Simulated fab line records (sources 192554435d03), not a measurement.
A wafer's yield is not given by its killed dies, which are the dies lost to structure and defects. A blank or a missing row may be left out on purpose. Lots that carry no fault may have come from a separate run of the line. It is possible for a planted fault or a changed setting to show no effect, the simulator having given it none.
Chamber matching    flow n5-finfet    rie-diel-06 running N5_BEOL_M3_STRIP_19: 4 sister chambers
The step strips in O2. 14 wafers are shown with their chamber, then 7 later ones without.

== EACH WAFER AND ITS CHAMBER ==
wafer   chamber  drypump-motor-current-A (A)  showerhead-plenum-p-Torr (Torr)  throttle-valve-pct (%)
L077.2  3        4.9                          2.09                             16.73
L077.4  1        6.0                          2.17                             17.00
L077.6  3        4.9                          2.09                             16.72
L078.1  1        6.0                          2.17                             17.01
L078.4  0        6.5                          2.15                             16.52
L078.6  3        5.0                          2.09                             16.73
L087.3  0        6.5                          2.14                             16.54
L087.4  1        6.0                          2.16                             17.02
L087.5  2        5.7                          2.00                             16.79
L086.2  0        6.5                          2.15                             16.54
L086.4  1        6.0                          2.16                             17.04
L086.5  0        6.5                          2.14                             16.54
L089.1  0        6.5                          2.14                             16.53
L089.2  2        5.7                          2.00                             16.78

SIGNATURES, as means of the wafers listed above
reading                   chamber 0  chamber 1  chamber 2  chamber 3  scatter within a chamber
drypump-motor-current-A   6.500      6.000      5.700      4.933      0.0258
showerhead-plenum-p-Torr  2.1440     2.1650     2.0000     2.0900     0.00469
throttle-valve-pct        16.5340    17.0175    16.7850    16.7267    0.0115
Rule: distance of a wafer from a chamber = root of the sum over the readings of ((wafer's reading minus chamber's mean) / reading's scatter) squared. The wafer belongs to the nearest chamber; if the next one is less than 2 further off, it can't be placed. The scatter is the square root of a quotient: the sum, over the shown wafers, of each reading's squared deviation from its chamber's mean, divided by wafers minus chambers.

== WAFERS WITHOUT THEIR CHAMBER ==
wafer   drypump-motor-current-A (A)  showerhead-plenum-p-Torr (Torr)  throttle-valve-pct (%)
L089.4  4.9                          2.08                             16.76
L092.2  5.7                          1.99                             16.81
L092.3  6.5                          2.14                             16.55
L092.5  5.7                          1.99                             16.80
L094.3  6.5                          2.14                             16.55
L094.4  6.0                          2.16                             17.03
L094.5  4.9                          2.08                             16.78

== WHICH CHAMBER EACH WENT THROUGH ==
wafer   from the rows above  in truth
L089.4  3                    3
L092.2  2                    2
L092.3  0                    0
L092.5  2                    2
L094.3  0                    0
L094.4  1                    1
L094.5  3                    3
Placed correctly: 7 of 7. From these rows, 0 cannot be placed. Number placed wrongly: 0.
